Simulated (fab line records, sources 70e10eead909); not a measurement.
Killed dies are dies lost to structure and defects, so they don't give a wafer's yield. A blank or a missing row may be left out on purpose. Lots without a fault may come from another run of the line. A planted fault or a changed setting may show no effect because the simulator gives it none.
Chamber matching | flow nand_harc | NHARC_A_STAIRCASE_DESCUM_291 on rie_diel-13: 4 sister chambers
The step chemistry O2, time 3 s. 8 wafers are shown with their chamber, then 7 later ones without.

WAFERS WITH THEIR CHAMBER
wafer  | chamber | oes_product_au (a.u.) | rf_vpp_V (V)
L077.2 | 2       | 0.996                 | 58.3
L077.4 | 3       | 1.019                 | 57.8
L077.5 | 0       | 0.991                 | 56.9
L081.1 | 1       | 0.997                 | 59.0
L081.3 | 2       | 1.004                 | 57.4
L081.5 | 3       | 1.003                 | 57.2
L079.1 | 1       | 0.998                 | 57.8
L079.2 | 0       | 0.989                 | 56.7

WAFERS WITHOUT THEIR CHAMBER
wafer  | oes_product_au (a.u.) | rf_vpp_V (V)
L079.6 | 0.982                 | 57.4
L085.1 | 1.013                 | 57.4
L085.3 | 0.996                 | 55.5
L085.6 | 1.009                 | 57.5
L097.2 | 0.996                 | 57.7
L097.4 | 1.005                 | 56.3
L097.6 | 1.004                 | 57.2

WHICH CHAMBER EACH WENT THROUGH
wafer  | from the rows above               | in truth
L079.6 | can't be placed: 0 or 2 or 1      | 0
L085.1 | can't be placed: 3 or 2           | 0
L085.3 | can't be placed: 0 or 2 or 3      | 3
L085.6 | can't be placed: 3 or 2           | 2
L097.2 | can't be placed: 2 or 1 or 0 or 3 | 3
L097.4 | can't be placed: 3 or 0 or 2 or 1 | 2
L097.6 | can't be placed: 3 or 2 or 0 or 1 | 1
Placed correctly: 0 of 7. Can't be placed from these rows: 7 (the true chamber is among the candidates in 6). Placed wrongly: 0.
How it was worked out, from the rows above alone: a wafer's distance from a chamber is the root of the sum, over the readings, of the square of ((its reading less the chamber's mean) divided by the reading's scatter). The wafer belongs to the nearest chamber; if the next one is less than 2 further off, it can't be placed. A chamber's mean is the mean of its shown wafers. The scatter: the root of (the sum of the squares of (reading less its chamber's mean) over the shown wafers, divided by (wafers less chambers)).
